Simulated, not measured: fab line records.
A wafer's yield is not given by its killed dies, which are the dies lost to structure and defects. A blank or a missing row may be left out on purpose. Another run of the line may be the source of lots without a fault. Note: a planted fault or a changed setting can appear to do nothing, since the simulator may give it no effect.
Struck lot and sound lot, side by side + flow nand harc + 15 steps out of a route of 1302
Sound: the wafers L170.3, L170.4, L170.5. Wafers struck: L184.1, L184.3, L184.4. Last of all comes the cause.
At each step with rows: each side's tool, then ch and its chambers, then its first start. Under that, the readings that differ: sound wafers + struck wafers + difference of the means + sigmas: that difference in standard deviations of wafers without a fault.
alike: a reading whose means differ by less than 2 such deviations, as well as words and numbers matching on both sides. not compared: withheld readings; readings where some wafer has no value; bounds like >300 that might hide an equal value; numbers whose values overlap and for which the record gives no deviation.
Wherever a step has rows on one side only, a row that says differs or no value, or a row with sigmas, the two part there. Non-overlapping numbers with no deviation appear without sigmas and do not part them. A reading missing from all wafers of one side parts the sides only when that side holds two or more wafers.

first, 2 steps without rows for these wafers: NHARC_A_DECK1_JOINT_ANNEAL_28 (time 1800 s); NHARC_A_DECK1_JOINT_ANNEAL_29 (time 1800 s).
NHARC_A_DECK1_JOINT_CMP_02: polishes SiOx.
  sound on cmp-02 ch 0,1,2, day 12 08:19; struck on cmp-01 ch 0,2,3, day 18 09:52
  alike: motor current A
next, for these wafers, 1 step has no rows: NHARC_A_DECK1_JOINT_SRD_15.
NHARC_A_DECK1_JOINT_DEP_16: deposits SiO2, target thk 45 nm.
  sound on pecvd-03 ch 1,2, day 12 08:46; struck on pecvd-03 ch 0,1, day 18 10:16
  alike: heater power outer w, heater power w, rf fwd power W, throttle valve pct
NHARC_A_DECK1_JOINT_THK_MEAS_17: measures by ellipsometry.
  sound on film metro-02 at day 12 08:59; struck on film metro-01 at day 18 10:32
| reading     | sound          | struck         | difference | sigmas |
|-------------|----------------|----------------|------------|--------|
| thk nm (nm) | 45.8 45.3 45.1 | 42.1 43.2 44.1 | -2.3       | -2     |
NHARC_A_DECK1_JOINT_INSPECT_05:
  sound on defect inspect-01 at day 12 09:02; struck on defect inspect-02 at day 18 10:34
  alike: raw defect count
then, 1 step without rows for these wafers: NHARC_A_ONON_D2_DEP_00 (target thk 1000 nm).
NHARC_A_ONON_D2_THK_MEAS_02: measures by ellipsometry.
  sound on film metro-02 at day 12 09:37; struck on film metro-01 at day 18 11:09
  alike: thk nm
then, 1 step without rows for these wafers: NHARC_A_ONON_D2_DEP_03 (target thk 1000 nm).
NHARC_A_ONON_D2_THK_MEAS_05: measures by ellipsometry.
  sound on film metro-02 at day 12 10:11; struck on film metro-02 at day 18 11:43
  alike: thk nm
NHARC_A_ONON_D2_DEP_06: target thk 1000 nm.
  sound on pecvd onon-02 ch 0, day 12 10:21; struck on pecvd onon-02 ch 0, day 18 11:46
NHARC_A_ONON_D2_THK_MEAS_08: measures by ellipsometry.
  sound on film metro-02 at day 12 10:45; struck on film metro-01 at day 18 12:17
| reading     | sound          | struck      | difference | sigmas |
|-------------|----------------|-------------|------------|--------|
| thk nm (nm) | 1013 1011 1010 | 675 675 675 | -336       | -28    |
then, 1 step without rows for these wafers: NHARC_A_ONON_D2_DEP_09 (target thk 1000 nm).
-- record jumps: 12 days between struck wafers' starts before vs after; left off in module A_ONON_D2, resumes in module END, first step shown is number 1302 of the route --
NHARC_END_SORT_01:
  at this point the record logs the struck wafers (prober-01 ch 0, day 30 14:37) and has no rows for the sound ones

== WHERE THEY PART ==
At NHARC_A_DECK1_JOINT_THK_MEAS_17 first; at NHARC_END_SORT_01 last (within this record only).

WHY: what had been put in by the simulator
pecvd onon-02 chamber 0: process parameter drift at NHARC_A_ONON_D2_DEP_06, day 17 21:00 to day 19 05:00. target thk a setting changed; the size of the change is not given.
